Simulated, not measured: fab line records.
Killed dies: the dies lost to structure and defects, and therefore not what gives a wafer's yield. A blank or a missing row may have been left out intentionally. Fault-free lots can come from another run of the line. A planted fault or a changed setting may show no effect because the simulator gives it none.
Split-lot trial || flow n5_finfet || 21 wafers read from 7 lots, route of 1938 steps

SPLIT DETAILS
At N5_BEOL_M11_EXPOSE_08 (exposes mask M11), the setting dose_mj was moved away from the recipe's 53.75 on 9 of the 21 wafers read, by -4.9% to +7.3%. For the rest of the wafers, this setting stayed at what the recipe calls for.

FROM THE SPLIT TO THE READING: what the file shows between them, 15 steps
- N5_BEOL_M11_PEB_09: peb time 60 s
- N5_BEOL_M11_DEVELOP_10: develop time 30 s
- N5_BEOL_M11_CD_MEAS_11: target cd 64.1 nm
- N5_BEOL_M11_DESCUM_16: chemistry O2, time 7.9 s (also split here: time_s)
- N5_BEOL_M11_ETCH_61: etches SiARC in CF4, target depth 39 nm, time 65 s
- N5_BEOL_M11_ETCH_62: etches SOC in N2/H2, target depth 110 nm, overetch 22 nm, time 165 s
- N5_BEOL_M11_STRIP_68: strips in N2/H2
- N5_BEOL_M11_STRIP_67: strips in CF4
- N5_BEOL_M11_HM_OPEN_17: chemistry Cl2/BCl3, target TiN, target depth 20 nm, overetch 6 nm
- N5_BEOL_M11_STRIP_19: strips in O2
- N5_BEOL_M11_CD_MEAS_18: pitch 140 nm, target cd 70 nm
- N5_BEOL_M11_COAT_63: time 60 s, resist thk 100 nm
- N5_BEOL_M11_COAT_64: time 60 s, resist thk 30 nm
- N5_BEOL_M11_PRECLEAN_42: cleans in residue remover, time 60 s
- N5_BEOL_M11_SRD_43: time 30 s

THE READING
Shown in nm: cd_nm at N5_BEOL_M11_CD_MEAS_35, with target cd 70 nm. A value of 70.2 nm with a standard deviation of 0.75 nm is what fault-free wafers of this fab line usually give.

{"wafer": "L074.1", "tool, chamber at the split": "arfi_scanner-02, 0", "dose_mj as run": 53.75, "against the recipe": "recipe", "cd_nm, nm": 70.7, "against lot-mates on the recipe": "-"}
{"wafer": "L074.2", "tool, chamber at the split": "arfi_scanner-02, 0", "dose_mj as run": 53.75, "against the recipe": "recipe", "cd_nm, nm": 68.8, "against lot-mates on the recipe": "-"}
{"wafer": "L074.5", "tool, chamber at the split": "arfi_scanner-02, 0", "dose_mj as run": 53.75, "against the recipe": "recipe", "cd_nm, nm": 69.9, "against lot-mates on the recipe": "-"}
{"wafer": "L075.1", "tool, chamber at the split": "arfi_scanner-03, 0", "dose_mj as run": 53.75, "against the recipe": "recipe", "cd_nm, nm": 69.9, "against lot-mates on the recipe": "-"}
{"wafer": "L075.2", "tool, chamber at the split": "arfi_scanner-03, 0", "dose_mj as run": 53.75, "against the recipe": "recipe", "cd_nm, nm": 69.6, "against lot-mates on the recipe": "-"}
{"wafer": "L075.6", "tool, chamber at the split": "arfi_scanner-03, 0", "dose_mj as run": 57.67, "against the recipe": "+7.3%", "cd_nm, nm": 73.8, "against lot-mates on the recipe": "+4.0"}
{"wafer": "L079.4", "tool, chamber at the split": "arfi_scanner-02, 0", "dose_mj as run": 53.75, "against the recipe": "recipe", "cd_nm, nm": 70.5, "against lot-mates on the recipe": "-"}
{"wafer": "L079.5", "tool, chamber at the split": "arfi_scanner-02, 0", "dose_mj as run": 53.75, "against the recipe": "recipe", "cd_nm, nm": 70.2, "against lot-mates on the recipe": "-"}
{"wafer": "L079.6", "tool, chamber at the split": "arfi_scanner-02, 0", "dose_mj as run": 53.75, "against the recipe": "recipe", "cd_nm, nm": 70.1, "against lot-mates on the recipe": "-"}
{"wafer": "L080.1", "tool, chamber at the split": "arfi_scanner-03, 0", "dose_mj as run": 51.21, "against the recipe": "-4.7%", "cd_nm, nm": 69.3, "against lot-mates on the recipe": -1.2}
{"wafer": "L080.4", "tool, chamber at the split": "arfi_scanner-03, 0", "dose_mj as run": 53.75, "against the recipe": "recipe", "cd_nm, nm": 70.5, "against lot-mates on the recipe": "-"}
{"wafer": "L080.5", "tool, chamber at the split": "arfi_scanner-03, 0", "dose_mj as run": 51.21, "against the recipe": "-4.7%", "cd_nm, nm": 67.7, "against lot-mates on the recipe": -2.8}
{"wafer": "L085.1", "tool, chamber at the split": "arfi_scanner-02, 0", "dose_mj as run": 56.75, "against the recipe": "+5.6%", "cd_nm, nm": 74.4, "against lot-mates on the recipe": "no lot-mate on the recipe"}
{"wafer": "L085.3", "tool, chamber at the split": "arfi_scanner-02, 0", "dose_mj as run": 56.75, "against the recipe": "+5.6%", "cd_nm, nm": 74.3, "against lot-mates on the recipe": "no lot-mate on the recipe"}
{"wafer": "L085.6", "tool, chamber at the split": "arfi_scanner-02, 0", "dose_mj as run": 56.75, "against the recipe": "+5.6%", "cd_nm, nm": 72.5, "against lot-mates on the recipe": "no lot-mate on the recipe"}
{"wafer": "L087.1", "tool, chamber at the split": "arfi_scanner-01, 0", "dose_mj as run": 53.75, "against the recipe": "recipe", "cd_nm, nm": 70.7, "against lot-mates on the recipe": "-"}
{"wafer": "L087.3", "tool, chamber at the split": "arfi_scanner-01, 0", "dose_mj as run": 51.14, "against the recipe": "-4.9%", "cd_nm, nm": 67.3, "against lot-mates on the recipe": -3.4}
{"wafer": "L087.5", "tool, chamber at the split": "arfi_scanner-01, 0", "dose_mj as run": 51.14, "against the recipe": "-4.9%", "cd_nm, nm": 67.0, "against lot-mates on the recipe": -3.7}
{"wafer": "L096.1", "tool, chamber at the split": "arfi_scanner-01, 0", "dose_mj as run": 53.75, "against the recipe": "recipe", "cd_nm, nm": 69.9, "against lot-mates on the recipe": "-"}
{"wafer": "L096.3", "tool, chamber at the split": "arfi_scanner-01, 0", "dose_mj as run": 51.87, "against the recipe": "-3.5%", "cd_nm, nm": 67.0, "against lot-mates on the recipe": -2.2}
{"wafer": "L096.4", "tool, chamber at the split": "arfi_scanner-01, 0", "dose_mj as run": 53.75, "against the recipe": "recipe", "cd_nm, nm": 68.4, "against lot-mates on the recipe": "-"}

FIT RESULTS
A straight line over all 21 wafers: cd_nm changes by +0.568 nm for each +1% of dose_mj; r = +0.92; the points scatter about the line by 0.86 nm.
The same after taking each lot's own level away (the mean of its wafers on the recipe; 18 wafers): +0.573 nm for each +1%; r = +0.94; scatter 0.64 nm.
According to that fit, moving dose_mj by its largest amount changes the reading by 4.2 nm.
Measured against the standard deviation above, the lots' own levels, which go from 69.15 to 70.70 nm, span 2.1 times it.
Consequently the slope shifts little with the lot-to-lot level, the two slopes agreeing.
Check: with one of the wafers moved furthest among these (+7.3%) left out of the fit, the line predicts +4.27 nm for it against its lot-mates. Against them it came out at +4.05 nm.

OTHER SPLITS APPLIED TO THESE WAFERS
These wafers also went through other splits before the reading. Each is held against what the fit with the lots' levels taken away leaves over:
{"other split on the same wafers": "N5_BEOL_M10_HM_DEP_02 target_thk_a", "wafers away from the commonest value": 4, "r with cd_nm (lot level and that fit taken away)": "+0.25"}
{"other split on the same wafers": "N5_BEOL_M11_DESCUM_16 time_s", "wafers away from the commonest value": 7, "r with cd_nm (lot level and that fit taken away)": -0.19}

THE WHOLE CHAIN: every reading that the file lists as answering this split, in the file's order
{"step": "N5_BEOL_M11_CD_MEAS_11", "what it does": "target cd 64.1 nm", "reading": "cd_nm", "change (the file's fit)": "+0.536 nm for each +1% of the setting", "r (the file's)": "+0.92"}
{"step": "N5_BEOL_M11_ETCH_61", "what it does": "etches SiARC in CF4, target depth 39 nm, time 65 s", "reading": "BEOL_M11.cd_offset_nm (the simulator's own value, which no gauge read)", "change (the file's fit)": "+0.56 nm for each +1% of the setting", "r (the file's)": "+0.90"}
{"step": "N5_BEOL_M11_ETCH_62", "what it does": "etches SOC in N2/H2, target depth 110 nm, overetch 22 nm, time 165 s", "reading": "BEOL_M11.cd_offset_nm (the simulator's own value, which no gauge read)", "change (the file's fit)": "+0.585 nm for each +1% of the setting", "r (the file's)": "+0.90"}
{"step": "N5_BEOL_M11_HM_OPEN_17", "what it does": "chemistry Cl2/BCl3, target TiN, target depth 20 nm, overetch 6 nm", "reading": "BEOL_M11.cd_offset_nm (the simulator's own value, which no gauge read)", "change (the file's fit)": "+0.574 nm for each +1% of the setting", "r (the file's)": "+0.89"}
{"step": "N5_BEOL_M11_CD_MEAS_18", "what it does": "pitch 140 nm, target cd 70 nm", "reading": "cd_nm", "change (the file's fit)": "+0.578 nm for each +1% of the setting", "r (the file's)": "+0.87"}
{"step": "N5_BEOL_M11_CD_MEAS_35", "what it does": "target cd 70 nm", "reading": "cd_nm", "change (the file's fit)": "+0.57 nm for each +1% of the setting", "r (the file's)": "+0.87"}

FILE'S OWN FIT
cd_nm changes by +0.57 nm for each +1% of dose_mj, r = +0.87.
